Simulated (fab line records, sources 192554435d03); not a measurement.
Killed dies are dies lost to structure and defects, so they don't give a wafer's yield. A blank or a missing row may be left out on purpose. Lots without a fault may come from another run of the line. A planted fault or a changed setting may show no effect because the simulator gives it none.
fab line records | flow n5_finfet
record lots=24 wafers=72 last_day=17
route steps=1938 shown BEOL_M6@1238 BEOL_M7@1264
lots that met no fault: from a run of the same line without faults
start_h: hours from the record's first day to the start of the lot's first wafer shown | wait_h: hours since the lot's step before | " the same as in the row above | L1.1+2: a row that stands for several wafers | - no value, or no start given | * or withheld: withheld | < > ~ a bound
route shown NAME@n: a module of which the file shows steps, and the number in the route of the first | usual: mean/standard deviation of fault-free wafers | same: alike in all rows | chamber/n: place in a boat | sites: the reading at each site | _std_site: their standard deviation | _edge_site: outer sites' mean less inner sites' | radius_mm: how far each site lies from the wafer's centre | mask NAME#n: copy n | behind: the tool/chamber that last shaped the wafer | hold: why the lot was held/for how many hours/how that ended | device: the transistor (n, p or np) that didn't switch | end of line: the same wafers' tests at the end of the route | a step without rows: its recipe alone | killed: dies lost to structure and defects at the first sort, not the wafer's yield | map: a wafer's dies, x killed, . not, _ none there
set.NAME: the setting as run; set.NAME@STEP: as run at that earlier step | model.NAME: the simulator's own value behind a step, which no gauge read
steps of the route over a sample of lots; a table a step, a row a wafer
services: from which hour (start_h, from the record's first day; less than 0 if before it) a tool's chamber was out of use, for how many hours, and why
## steps
# step N5_BEOL_M6_STRIP_36
# recipe chemistry=N2/H2 power_w=450 temp_c=40 pressure_mtorr=20 rf_frequency_hz=6e+07 overash_fraction=0.3 bias_power_w=7 h2_frac=0.5 n2_flow_sccm=200 h2_flow_sccm=200
# usual drypump_motor_current_A=5.7/0.46 n2_flow_sccm=199.9/0.65 oes_product_au=0.81/0.072 rf_vpp_V=59.2/1.6 showerhead_plenum_p_Torr=2.55/0.097 throttle_valve_pct=23.57/0.28
# same overash_fraction=0.3
# columns lot.wafer tool chamber start_h wait_h drypump_motor_current_A n2_flow_sccm oes_product_au rf_hours_counter_h rf_vpp_V showerhead_plenum_p_Torr throttle_valve_pct
L077.4 rie_diel-04 3 194.49 0.0 5.0 199.6 0.84 - 61.3 2.57 23.64
L077.5 " 0 " " 5.1 200.0 0.71 - 59.9 2.41 23.66
L077.6 " 2 " " 6.0 199.5 0.89 - 58.7 2.58 23.24
L075.3 rie_diel-02 2 194.82 0.0 5.6 200.4 0.90 45 59.3 2.69 23.67
L075.4 " 3 " " 5.3 200.2 0.82 77 58.6 2.57 23.79
L075.6 " 3 " " 5.3 200.7 0.82 - 58.1 2.57 23.79
L074.1 rie_diel-05 2 194.86 0.0 5.8 199.0 0.97 3 59.4 2.50 23.38
L074.4 " 1 " " 5.9 200.3 0.83 73 59.1 2.57 23.23
L074.5 " 3 " " 5.7 199.3 0.86 - 59.0 2.49 23.91
L076.3 rie_diel-02 3 196.48 0.0 5.3 199.4 0.81 78 58.5 2.57 23.80
L076.4 " 0 " " 6.8 200.0 0.67 246 59.1 2.39 23.13
L076.6 " 2 " " 5.6 200.6 0.91 - 58.9 2.69 23.71
L078.2 rie_diel-04 0 209.10 0.0 5.0 198.6 0.71 228 57.0 2.41 23.65
L078.4 " 1 " " 5.8 200.1 0.81 87 55.1 2.47 23.81
L078.5 " 1 " " 5.9 200.0 0.81 - 58.5 2.47 23.80
L079.2 rie_diel-04 3 215.21 0.0 5.0 199.7 0.84 76 61.8 2.57 23.71
L079.3 " 2 " " 6.0 200.2 0.87 56 60.9 2.58 23.24
L079.5 " 1 " " 5.8 200.5 0.82 - 60.1 2.47 23.82
L080.1 rie_diel-05 0 218.21 0.0 5.7 198.7 0.77 142 62.1 2.65 23.58
L080.4 " 3 " " 5.7 200.4 0.85 45 58.0 2.48 23.94
L080.6 " 0 " " 5.7 198.7 0.77 - 59.9 2.65 23.58
L081.1 rie_diel-04 0 220.42 0.0 5.0 199.7 0.70 233 59.8 2.41 23.70
L081.3 " 1 " " 5.9 200.1 0.81 91 57.9 2.47 23.84
L081.6 " 3 " " 5.0 200.0 0.82 - 58.8 2.57 23.71
L082.2 rie_diel-02 3 224.84 0.0 5.3 198.7 0.81 89 59.8 2.57 23.84
L082.3 " 2 " " 5.6 201.0 0.88 58 63.3 2.68 23.75
L082.5 " 1 " " 6.0 198.5 0.71 - 60.2 2.40 23.47
L083.1 rie_diel-02 2 238.67 0.0 5.6 200.4 0.87 64 64.0 2.68 23.74
L083.4 " 1 " " 6.0 199.7 0.71 214 57.4 2.40 23.46
L083.5 " 0 " " 6.8 200.0 0.98 - 59.2 2.71 22.86
L084.2 rie_diel-05 3 250.04 0.0 5.7 199.7 0.84 56 57.8 2.48 23.95
L084.4 " 1 " " 5.9 200.0 0.80 92 59.5 2.56 23.27
L084.6 " 2 " " 5.8 200.3 0.89 - 56.2 2.49 23.41
L085.2 rie_diel-05 1 256.17 0.0 6.0 200.2 0.79 93 57.8 2.56 23.30
L085.3 " 2 " " 5.8 200.1 0.89 26 58.4 2.49 23.43
L085.4 " 0 " " 5.7 200.1 0.75 153 62.5 2.64 23.59
L086.1 rie_diel-02 1 260.79 0.0 6.0 200.1 0.70 223 58.8 2.39 23.46
L086.3 " 2 " " 5.6 199.5 0.86 72 59.5 2.68 23.71
L086.5 " 3 " " 5.3 199.4 0.79 - 56.6 2.56 23.83
L088.1 rie_diel-04 0 261.93 0.0 5.1 200.9 0.70 247 61.1 2.40 23.68
L088.2 " 1 " " 5.8 199.5 0.79 107 60.0 2.46 23.83
L088.5 " 3 " " 5.0 199.6 0.80 - 61.1 2.57 23.73
L087.2 rie_diel-02 0 266.29 0.0 6.8 199.6 0.92 12 59.2 2.71 22.86
L087.4 " 1 " " 5.9 200.2 0.69 225 57.7 2.39 23.49
L087.5 " 1 " " 5.9 199.7 0.70 - 58.4 2.39 23.45
L089.3 rie_diel-02 2 274.68 0.0 5.6 199.5 0.85 77 58.7 2.67 23.73
L089.4 " 0 " " 6.8 199.3 0.93 15 62.0 2.70 22.90
L089.5 " 0 " " 6.8 199.4 0.93 - 58.7 2.70 22.90
L090.3 rie_diel-04 1 286.18 0.0 5.9 200.9 0.78 117 58.7 2.46 23.85
L090.4 " 2 " " 6.0 200.1 0.85 - 59.2 2.57 23.30
L090.5 " 3 " " 5.0 200.5 0.80 - 58.8 2.56 23.71
L091.1 rie_diel-04 3 288.33 0.0 5.0 201.5 0.81 100 59.3 2.56 23.70
L091.2 " 2 " " 6.0 200.6 0.84 83 59.4 2.57 23.28
L091.4 " 3 " " 5.0 200.1 0.80 - 59.4 2.56 23.72
L092.2 rie_diel-04 3 291.80 0.0 5.0 199.8 0.80 101 58.9 2.56 23.72
L092.4 " 0 " " 5.0 199.8 1.00 0 60.2 2.72 23.35
L092.5 " 2 " " 6.0 200.1 0.83 - 63.2 2.57 23.29
L093.1 rie_diel-05 3 303.33 0.0 5.6 199.1 0.81 76 58.8 2.47 23.99
L093.4 " 2 " " 5.8 201.1 0.86 43 59.1 2.48 23.43
L093.5 " 0 " " 5.7 200.1 0.73 - 60.8 2.63 23.63
L094.1 rie_diel-04 3 305.22 0.0 5.0 200.4 0.80 106 60.0 2.56 23.72
L094.2 " 2 " " 6.0 199.8 0.84 90 59.4 2.56 23.28
L094.3 " 0 " " 5.0 200.6 0.96 5 57.8 2.72 23.39
L095.2 rie_diel-02 0 322.64 0.0 6.8 200.1 0.88 32 59.3 2.70 22.90
L095.4 " 3 " " 5.3 200.9 0.77 126 57.3 2.55 23.86
L095.6 " 3 " " 5.3 200.8 0.77 - 59.9 2.55 23.88
L096.3 rie_diel-05 0 324.30 0.0 5.7 199.4 0.73 180 60.6 2.63 23.67
L096.4 " 2 " " 5.8 199.7 0.85 49 60.5 2.48 23.44
L096.5 " 1 " " 5.9 200.6 0.78 - 58.8 2.55 23.31
L097.4 rie_diel-04 2 329.31 0.0 6.0 198.9 0.81 99 59.3 2.56 23.27
L097.5 " 0 " " 5.0 200.8 0.91 - 59.8 2.71 23.40
L097.6 " 1 " " 5.9 199.4 0.78 - 58.1 2.45 23.85
# step N5_BEOL_M6_ALD_77
# recipe material=TaN target_thk_a=20 temp_c=275 ald_precursor_family=PDMAT ald_co_reactant=NH3 pressure_torr=3 carrier_flow_sccm=1500 pulse_time_s=2 purge_time_s=3 co_reactant_purge_time_s=2 co_reactant_pulse_time_s=3 ald_cycles=40 precursor_vessel_temp_c=75 precursor_vessel_pressure_torr=26.25 precursor_vessel_carrier_sccm=1000
# usual heater_power_w=438/36 precursor_vessel_carrier_sccm=999.9/2.9
# columns lot.wafer tool chamber start_h wait_h heater_power_w precursor_vessel_carrier_sccm
L077.4 ald_metal-01 2 195.60 0.0 467 996.9
L077.5 " 2 " " 459 1001.7
L077.6 " 1 " " 398 996.4
L075.3 ald_metal-03 1 195.70 0.1 464 1002.5
L075.4 " 2 " " 464 997.3
L075.6 " 0 " " 470 1003.2
L074.1 ald_metal-04 1 195.80 0.1 421 1000.5
L074.4 " 2 " " 431 998.3
L074.5 " 0 " " 409 1001.5
L076.3 ald_metal-04 3 197.30 0.0 392 999.2
L076.4 " 1 " " 425 996.5
L076.6 " 2 " " 440 998.5
L078.2 ald_metal-04 0 210.40 0.1 386 1003.4
L078.4 " 1 " " 423 995.9
L078.5 " 1 " " 436 1000.5
L079.2 ald_metal-01 2 216.43 0.0 464 1001.9
L079.3 " 0 " " 443 998.0
L079.5 " 1 " " 384 1000.8
L080.1 ald_metal-03 0 219.81 0.0 482 999.0
L080.4 " 3 " " 389 1003.0
L080.6 " 3 " " 385 997.7
L081.1 ald_metal-03 3 221.50 0.3 383 1006.0
L081.3 " 1 " " 470 1005.7
L081.6 " 1 " " 465 1005.8
L082.2 ald_metal-03 0 225.85 0.0 481 997.8
L082.3 " 3 " " 397 1005.8
L082.5 " 2 " " 470 998.6
L083.1 ald_metal-03 3 239.99 0.0 384 1002.4
L083.4 " 2 " " 474 1004.4
L083.5 " 0 " " 474 994.3
L084.2 ald_metal-01 2 251.17 0.1 458 997.8
L084.4 " 3 " " 477 1003.4
L084.6 " 3 " " 488 1002.8
L085.2 ald_metal-04 3 257.42 0.0 387 1002.6
L085.3 " 0 " " 398 998.8
L085.4 " 1 " " 432 996.5
L086.1 ald_metal-01 2 261.85 0.0 458 1002.6
L086.3 " 3 " " 475 1001.4
L086.5 " 1 " " 394 1003.6
L088.1 ald_metal-01 2 263.15 0.0 480 1001.1
L088.2 " 3 " " 465 1002.0
L088.5 " 2 " " 472 995.0
L087.2 ald_metal-01 2 267.57 0.0 462 998.3
L087.4 " 3 " " 476 991.4
L087.5 " 3 " " 488 999.1
L089.3 ald_metal-01 1 275.70 0.1 394 1005.3
L089.4 " 3 " " 478 996.2
L089.5 " 1 " " 390 1002.5
L090.3 ald_metal-03 0 287.30 0.2 461 998.6
L090.4 " 3 " " 393 1001.2
L090.5 " 2 " " 469 998.5
L091.1 ald_metal-03 0 289.18 0.0 478 999.2
L091.2 " 2 " " 475 998.4
L091.4 " 3 " " 391 1000.5
L092.2 ald_metal-01 3 292.72 0.1 476 998.6
L092.4 " 2 " " 456 1001.2
L092.5 " 1 " " 391 1002.6
L093.1 ald_metal-04 0 305.10 0.1 393 995.1
L093.4 " 1 " " 418 1003.0
L093.5 " 3 " " 384 997.8
L094.1 ald_metal-01 2 306.28 0.3 460 1002.1
L094.2 " 0 " " 459 997.5
L094.3 " 3 " " 461 1000.0
L095.2 ald_metal-01 2 323.88 0.1 471 998.4
L095.4 " 3 " " 483 1001.4
L095.6 " 3 " " 491 996.8
L096.3 ald_metal-01 1 325.31 0.1 402 995.0
L096.4 " 3 " " 499 995.2
L096.5 " 1 " " 394 994.8
L097.4 ald_metal-01 2 330.20 0.0 468 995.7
L097.5 " 0 " " 443 1002.9
L097.6 " 1 " " 400 999.9
# step N5_BEOL_M6_RS_MEAS_57
# recipe thk_meas_gauge=four-point-probe reads=Cu_of_BEOL_M6_ECD_50+Co_of_BEOL_M6_CVD_78+TaN_of_BEOL_M6_ALD_77
# usual M6_RS=0.288/0.0084
# columns lot.wafer tool chamber start_h wait_h M6_RS[ohm/sq]
L077.4 film_metro-02 - 197.19 0.1 0.280
L077.5 " - " " 0.299
L077.6 " - " " 0.278
L075.3 film_metro-02 - 197.43 0.1 0.273
L075.4 " - " " 0.279
L075.6 " - " " 0.279
L074.1 film_metro-01 - 197.54 0.1 0.293
L074.4 " - " " 0.288
L074.5 " - " " 0.295
L076.3 film_metro-01 - 198.88 0.1 0.281
L076.4 " - " " 0.309
L076.6 " - " " 0.281
L078.2 film_metro-02 - 212.47 0.1 0.300
L078.4 " - " " 0.284
L078.5 " - " " 0.284
L079.2 film_metro-02 - 218.13 0.1 0.290
L079.3 " - " " 0.282
L079.5 " - " " 0.297
L080.1 film_metro-01 - 221.44 0.1 0.303
L080.4 " - " " 0.292
L080.6 " - " " 0.304
L081.1 film_metro-01 - 223.86 0.1 0.304
L081.3 " - " " 0.288
L081.6 " - " " 0.280
L082.2 film_metro-02 - 228.58 0.1 0.285
L082.3 " - " " 0.281
L082.5 " - " " 0.289
L083.1 film_metro-01 - 243.13 0.1 0.283
L083.4 " - " " 0.292
L083.5 " - " " 0.285
L084.2 film_metro-01 - 252.79 0.1 0.289
L084.4 " - " " 0.298
L084.6 " - " " 0.285
L085.2 film_metro-01 - 258.95 0.1 0.296
L085.3 " - " " 0.294
L085.4 " - " " 0.302
L086.1 film_metro-01 - 263.54 0.1 0.295
L086.3 " - " " 0.282
L086.5 " - " " 0.289
L088.1 film_metro-02 - 264.98 0.1 0.300
L088.2 " - " " 0.287
L088.5 " - " " 0.273
L087.2 film_metro-01 - 269.53 0.1 0.286
L087.4 " - " " 0.295
L087.5 " - " " 0.288
L089.3 film_metro-02 - 277.54 0.1 0.274
L089.4 " - " " 0.280
L089.5 " - " " 0.289
L090.3 film_metro-01 - 289.18 0.1 0.283
L090.4 " - " " 0.272
L090.5 " - " " 0.275
L091.1 film_metro-02 - 291.14 0.1 0.283
L091.2 " - " " 0.282
L091.4 " - " " 0.277
L092.2 film_metro-01 - 294.92 0.1 0.280
L092.4 " - " " 0.294
L092.5 " - " " 0.284
L093.1 film_metro-02 - 306.64 0.1 0.294
L093.4 " - " " 0.287
L093.5 " - " " 0.310
L094.1 film_metro-01 - 308.90 0.1 0.288
L094.2 " - " " 0.282
L094.3 " - " " 0.287
L095.2 film_metro-01 - 325.59 0.1 0.284
L095.4 " - " " 0.289
L095.6 " - " " 0.288
L096.3 film_metro-01 - 327.74 0.1 0.303
L096.4 " - " " 0.290
L096.5 " - " " 0.292
L097.4 film_metro-01 - 332.42 0.0 0.285
L097.5 " - " " 0.288
L097.6 " - " " 0.290
# step N5_BEOL_M7_CURE_74
# recipe temp_c=385 time_s=240 ambient=He/Ar material=SiCOH_lowk
# usual lamp_power_pct=52.31/0.058 wafer_temp_C_max=386.9/0.85
# columns lot.wafer tool chamber start_h wait_h lamp_power_pct wafer_temp_C_max
L077.4 uv_cure-02 2 197.58 0.3 52.32 387.9
L077.5 " 2 " " 52.33 389.8
L077.6 " 2 " " 52.26 388.1
L074.1 uv_cure-01 2 197.66 0.0 52.20 386.1
L074.4 " 2 " " 52.35 386.1
L074.5 " 2 " " 52.38 386.2
L075.3 uv_cure-03 1 197.71 0.2 52.31 386.3
L075.4 " 1 " " 52.22 386.8
L075.6 " 1 " " 52.34 386.4
L076.3 uv_cure-03 2 199.17 0.2 52.36 385.9
L076.4 " 2 " " 52.24 386.3
L076.6 " 2 " " 52.42 386.5
L078.2 uv_cure-02 0 212.70 0.1 52.31 387.8
L078.4 " 0 " " 52.20 386.6
L078.5 " 0 " " 52.34 387.4
L079.2 uv_cure-02 1 218.33 0.1 52.33 386.8
L079.3 " 1 " " 52.32 387.8
L079.5 " 1 " " 52.37 386.9
L080.1 uv_cure-03 1 221.58 0.1 52.34 386.1
L080.4 " 1 " " 52.24 386.8
L080.6 " 1 " " 52.39 386.7
L081.1 uv_cure-01 2 224.08 0.1 52.37 386.2
L081.3 " 2 " " 52.44 386.1
L081.6 " 2 " " 52.31 385.5
L082.2 uv_cure-03 2 228.79 0.1 52.35 386.1
L082.3 " 2 " " 52.38 385.5
L082.5 " 2 " " 52.18 385.9
L083.1 uv_cure-02 2 243.25 0.0 52.32 387.6
L083.4 " 2 " " 52.25 387.3
L083.5 " 2 " " 52.28 387.7
L084.2 uv_cure-02 2 253.09 0.2 52.27 387.6
L084.4 " 2 " " 52.22 388.3
L084.6 " 2 " " 52.31 387.4
L085.2 uv_cure-03 0 259.15 0.1 52.32 387.4
L085.3 " 0 " " 52.30 387.4
L085.4 " 0 " " 52.28 386.8
L086.1 uv_cure-01 2 263.67 0.0 52.26 386.6
L086.3 " 2 " " 52.34 386.2
L086.5 " 2 " " 52.25 386.2
L088.1 uv_cure-03 0 265.10 0.0 52.37 387.4
L088.2 " 0 " " 52.38 387.1
L088.5 " 0 " " 52.26 386.8
L087.2 uv_cure-02 1 269.74 0.1 52.37 386.7
L087.4 " 1 " " 52.32 387.0
L087.5 " 1 " " 52.22 386.8
L089.3 uv_cure-01 2 278.07 0.4 52.27 385.8
L089.4 " 2 " " 52.26 386.3
L089.5 " 2 " " 52.19 386.2
L090.3 uv_cure-03 1 289.47 0.2 52.39 386.5
L090.4 " 1 " " 52.29 387.0
L090.5 " 1 " " 52.34 386.6
L091.1 uv_cure-01 2 291.27 0.0 52.33 386.5
L091.2 " 2 " " 52.35 386.5
L091.4 " 2 " " 52.41 386.2
L092.2 uv_cure-01 1 295.13 0.1 52.36 386.0
L092.4 " 1 " " 52.29 386.4
L092.5 " 1 " " 52.38 386.2
L093.1 uv_cure-02 0 306.79 0.1 52.30 389.0
L093.4 " 0 " " 52.28 388.1
L093.5 " 0 " " 52.35 387.2
L094.1 uv_cure-01 1 309.03 0.0 52.34 386.7
L094.2 " 1 " " 52.35 386.4
L094.3 " 1 " " 52.31 386.1
L095.2 uv_cure-02 1 325.80 0.1 52.35 386.7
L095.4 " 1 " " 52.36 387.3
L095.6 " 1 " " 52.40 387.4
L096.3 uv_cure-02 0 328.03 0.2 52.24 387.4
L096.4 " 0 " " 52.19 388.2
L096.5 " 0 " " 52.29 387.4
L097.4 uv_cure-02 2 332.79 0.3 52.31 387.6
L097.5 " 2 " " 52.25 388.7
L097.6 " 2 " " 52.39 388.6
# step N5_BEOL_M7_CD_MEAS_11
# recipe target_cd_nm=38.5 landing_energy_ev=500 detector=se_inlens polarity=opening
# usual cd_nm=38.5/0.39
# columns lot.wafer tool chamber start_h wait_h cd_nm
L077.4 cd_sem-01 0 198.54 - 37.2
L077.5 " 0 " " 37.8
L077.6 " 0 " " 38.0
L075.3 cd_sem-02 0 198.81 - 38.4
L075.4 " 0 " " 38.9
L075.6 " 0 " " 38.5
L074.1 cd_sem-03 0 198.97 - 38.2
L074.4 " 0 " " 37.9
L074.5 " 0 " " 38.8
L076.3 cd_sem-02 0 202.36 - 38.9
L076.4 " 0 " " 39.0
L076.6 " 0 " " 38.8
L078.2 cd_sem-03 0 214.97 - 38.8
L078.4 " 0 " " 38.6
L078.5 " 0 " " 38.7
L079.2 cd_sem-02 0 220.29 - 38.3
L079.3 " 0 " " 39.2
L079.5 " 0 " " 39.0
L080.1 cd_sem-02 0 223.50 - 38.4
L080.4 " 0 " " 38.7
L080.6 " 0 " " 38.6
L081.1 cd_sem-01 0 225.92 - 38.1
L081.3 " 0 " " 38.0
L081.6 " 0 " " 38.5
L082.2 cd_sem-02 0 232.56 - 38.6
L082.3 " 0 " " 38.5
L082.5 " 0 " " 38.3
L083.1 cd_sem-01 0 245.35 - 38.3
L083.4 " 0 " " 38.2
L083.5 " 0 " " 38.7
L084.2 cd_sem-03 0 257.20 - 38.4
L084.4 " 0 " " 38.4
L084.6 " 0 " " 39.1
L085.2 cd_sem-01 0 262.05 - 38.1
L085.3 " 0 " " 38.2
L085.4 " 0 " " 38.9
L086.1 cd_sem-01 0 267.15 - 39.4
L086.3 " 0 " " 38.4
L086.5 " 0 " " 39.3
L088.1 cd_sem-01 0 267.27 - 38.8
L088.2 " 0 " " 38.6
L088.5 " 0 " " 38.2
L087.2 cd_sem-02 0 271.44 - 38.3
L087.4 " 0 " " 38.4
L087.5 " 0 " " 39.2
L089.3 cd_sem-01 0 280.51 - 38.3
L089.4 " 0 " " 38.2
L089.5 " 0 " " 38.3
L090.3 cd_sem-01 0 290.63 - 38.6
L090.4 " 0 " " 38.5
L090.5 " 0 " " 39.1
L091.1 cd_sem-03 0 292.79 - 38.7
L091.2 " 0 " " 38.7
L091.4 " 0 " " 38.5
L092.2 cd_sem-01 0 297.62 - 38.6
L092.4 " 0 " " 38.4
L092.5 " 0 " " 38.7
L093.1 cd_sem-01 0 308.85 - 38.1
L093.4 " 0 " " 38.5
L093.5 " 0 " " 38.4
L094.1 cd_sem-03 0 311.67 - 39.3
L094.2 " 0 " " 39.2
L094.3 " 0 " " 39.1
L095.2 cd_sem-01 0 329.64 - 38.3
L095.4 " 0 " " 38.7
L095.6 " 0 " " 38.4
L096.3 cd_sem-02 0 330.39 - 38.8
L096.4 " 0 " " 39.3
L096.5 " 0 " " 39.0
L097.4 cd_sem-02 0 334.00 - 38.6
L097.5 " 0 " " 38.3
L097.6 " 0 " " 38.9
# step N5_BEOL_M7_STRIP_67
# recipe chemistry=CF4 resist=SiARC power_w=300 bias_power_w=75 pressure_mtorr=50 cf4_flow_sccm=150 rf_frequency_hz=6e+07
# usual drypump_motor_current_A=5.8/0.52 oes_product_au=0.79/0.075 rf_vpp_V=271.8/1.5 showerhead_plenum_p_Torr=1.83/0.055 throttle_valve_pct=13.51/0.29
# columns lot.wafer tool chamber start_h wait_h drypump_motor_current_A oes_product_au rf_hours_counter_h rf_vpp_V showerhead_plenum_p_Torr throttle_valve_pct
L077.4 rie_diel-06 0 199.03 0.0 5.0 0.85 54 273.0 1.89 13.34
L077.5 " 2 " " 6.4 0.72 - 269.1 1.71 14.05
L077.6 " 1 " " 5.9 0.91 - 271.8 1.82 13.22
L075.3 rie_diel-01 0 199.23 0.0 6.7 0.75 175 273.0 1.86 13.57
L075.4 " 3 " " 5.7 0.83 69 270.2 1.75 13.38
L075.6 " 3 " " 5.7 0.83 - 268.6 1.75 13.37
L074.1 rie_diel-06 0 199.29 0.0 5.0 0.85 54 274.5 1.89 13.36
L074.4 " 2 " " 6.4 0.71 204 268.4 1.71 14.07
L074.5 " 0 " " 5.0 0.86 - 272.2 1.89 13.35
L076.3 rie_diel-03 2 202.76 0.0 6.0 0.73 - 271.9 1.86 13.69
L076.4 " 1 " " 5.9 0.74 - 271.4 1.86 13.74
L076.6 " 1 " " 5.9 0.74 - 272.8 1.86 13.73
L078.2 rie_diel-06 2 215.30 0.0 6.4 0.71 209 269.1 1.71 14.10
L078.4 " 0 " " 5.0 0.84 59 272.3 1.89 13.37
L078.5 " 0 " " 5.0 0.85 - 273.4 1.89 13.37
L079.2 rie_diel-03 1 221.00 0.0 5.9 0.73 200 272.7 1.85 13.75
L079.3 " 2 " " 6.0 0.72 205 272.2 1.85 13.71
L079.5 " 0 " " 5.3 0.73 - 273.2 1.85 13.37
L080.1 rie_diel-06 3 223.83 0.0 6.2 0.89 35 270.1 1.83 13.02
L080.4 " 2 " " 6.4 0.70 212 268.6 1.71 14.11
L080.6 " 0 " " 5.0 0.84 - 274.3 1.89 13.40
L081.1 rie_diel-06 3 226.24 0.0 6.2 0.90 36 271.3 1.83 13.02
L081.3 " 1 " " 5.9 0.89 27 272.4 1.82 13.23
L081.6 " 1 " " 5.9 0.90 - 272.0 1.82 13.24
L082.2 rie_diel-03 0 233.65 0.0 5.3 0.72 190 272.0 1.85 13.37
L082.3 " 2 " " 6.0 0.71 210 272.2 1.85 13.75
L082.5 " 2 " " 6.0 0.71 - 272.4 1.85 13.74
L083.1 rie_diel-06 2 246.20 0.0 6.4 0.71 220 268.8 1.70 14.10
L083.4 " 3 " " 6.2 0.87 - 270.9 1.83 13.05
L083.5 " 2 " " 6.4 0.70 - 268.8 1.70 14.12
L084.2 rie_diel-01 0 257.54 0.0 6.7 0.74 191 271.0 1.85 13.61
L084.4 " 1 " " 5.0 0.83 - 273.9 1.90 13.47
L084.6 " 0 " " 6.6 0.74 - 273.8 1.85 13.62
L085.2 rie_diel-06 2 262.41 0.0 6.4 0.70 225 268.0 1.70 14.13
L085.3 " 0 " " 5.0 0.84 75 272.8 1.88 13.40
L085.4 " 3 " " 6.2 0.87 48 271.6 1.83 13.05
L086.1 rie_diel-01 1 267.61 0.0 5.0 0.83 61 272.5 1.89 13.48
L086.3 " 3 " " 5.7 0.80 91 270.2 1.75 13.43
L086.5 " 1 " " 5.0 0.83 - 272.8 1.89 13.47
L088.1 rie_diel-01 3 267.86 0.0 5.7 0.80 92 269.2 1.75 13.43
L088.2 " 0 " " 6.7 0.73 196 271.1 1.85 13.62
L088.5 " 1 " " 5.0 0.83 - 272.9 1.89 13.49
L087.2 rie_diel-06 1 271.78 0.0 5.9 0.87 37 271.5 1.82 13.29
L087.4 " 2 " " 6.4 0.69 230 268.3 1.70 14.14
L087.5 " 1 " " 5.9 0.88 - 270.4 1.82 13.28
L089.3 rie_diel-03 0 281.37 0.0 5.3 0.70 207 272.8 1.85 13.41
L089.4 " 2 " " 6.0 0.70 229 271.4 1.85 13.79
L089.5 " 1 " " 5.9 0.72 - 270.6 1.85 13.80
L090.3 rie_diel-03 0 290.95 0.0 5.3 0.71 210 271.3 1.84 13.42
L090.4 " 3 " " 5.7 0.87 37 270.0 1.83 13.43
L090.5 " 0 " " 5.3 0.71 - 271.0 1.84 13.42
L091.1 rie_diel-03 0 293.17 0.0 5.3 0.71 211 273.4 1.84 13.41
L091.2 " 3 " " 5.7 0.87 38 272.0 1.83 13.42
L091.4 " 1 " " 5.9 0.72 224 272.6 1.85 13.81
L092.2 rie_diel-01 1 298.00 0.0 5.0 0.81 72 273.0 1.89 13.50
L092.4 " 2 " " 5.4 0.94 7 270.7 1.84 13.31
L092.5 " 2 " " 5.4 0.95 - 272.6 1.84 13.34
L093.1 rie_diel-06 3 309.17 0.0 6.2 0.85 63 270.6 1.82 13.10
L093.4 " 1 " " 5.9 0.86 48 271.2 1.82 13.31
L093.5 " 3 " " 6.2 0.85 - 271.7 1.82 13.08
L094.1 rie_diel-03 0 311.99 0.0 5.3 0.70 217 272.6 1.84 13.43
L094.2 " 1 " " 5.9 0.71 230 273.8 1.84 13.82
L094.3 " 2 " " 6.0 0.70 239 273.5 1.84 13.79
L095.2 rie_diel-01 0 330.44 0.0 6.7 0.72 217 272.2 1.85 13.68
L095.4 " 3 " " 5.7 0.79 109 269.6 1.74 13.45
L095.6 " 0 " " 6.7 0.71 - 272.6 1.85 13.67
L096.3 rie_diel-06 0 330.98 0.0 5.0 0.80 98 272.7 1.88 13.45
L096.4 " 2 " " 6.4 0.68 247 270.9 1.70 14.17
L096.5 " 3 " " 6.2 0.84 - 272.8 1.82 13.11
L097.4 rie_diel-01 3 335.21 0.0 5.7 0.79 111 269.1 1.74 13.46
L097.5 " 3 " " 5.7 0.79 - 270.2 1.74 13.46
L097.6 " 2 " " 5.4 0.91 - 271.4 1.83 13.34
## services
# columns tool chamber start_h hours kind
rie_diel-04 - 173.55 2.8 pm
rie_diel-06 2 178.70 3.8 repair
rie_diel-01 0 184.02 9.1 repair
rie_diel-01 2 185.47 12.7 repair
rie_diel-02 - 192.50 0.7 repair
rie_diel-04 1 193.71 6.3 repair
rie_diel-03 3 194.87 4.1 repair
rie_diel-02 0 201.88 9.7 repair
rie_diel-03 3 202.36 63.7 repair
uv_cure-02 - 221.63 7.3 repair
ald_metal-03 1 225.02 26.7 repair
rie_diel-06 1 228.58 18.5 repair
rie_diel-04 0 233.87 4.2 repair
rie_diel-04 2 248.81 4.0 repair
rie_diel-03 1 262.53 4.8 repair
ald_metal-03 1 268.78 25.3 repair
uv_cure-02 - 272.16 5.0 pm
rie_diel-01 3 277.69 5.4 repair
uv_cure-02 - 284.50 1.2 repair
ald_metal-01 - 285.52 6.0 pm
rie_diel-04 1 302.10 15.4 repair
uv_cure-03 - 314.06 6.0 pm
rie_diel-03 - 328.19 2.8 pm
rie_diel-02 1 334.44 8.8 repair
## key
fault none
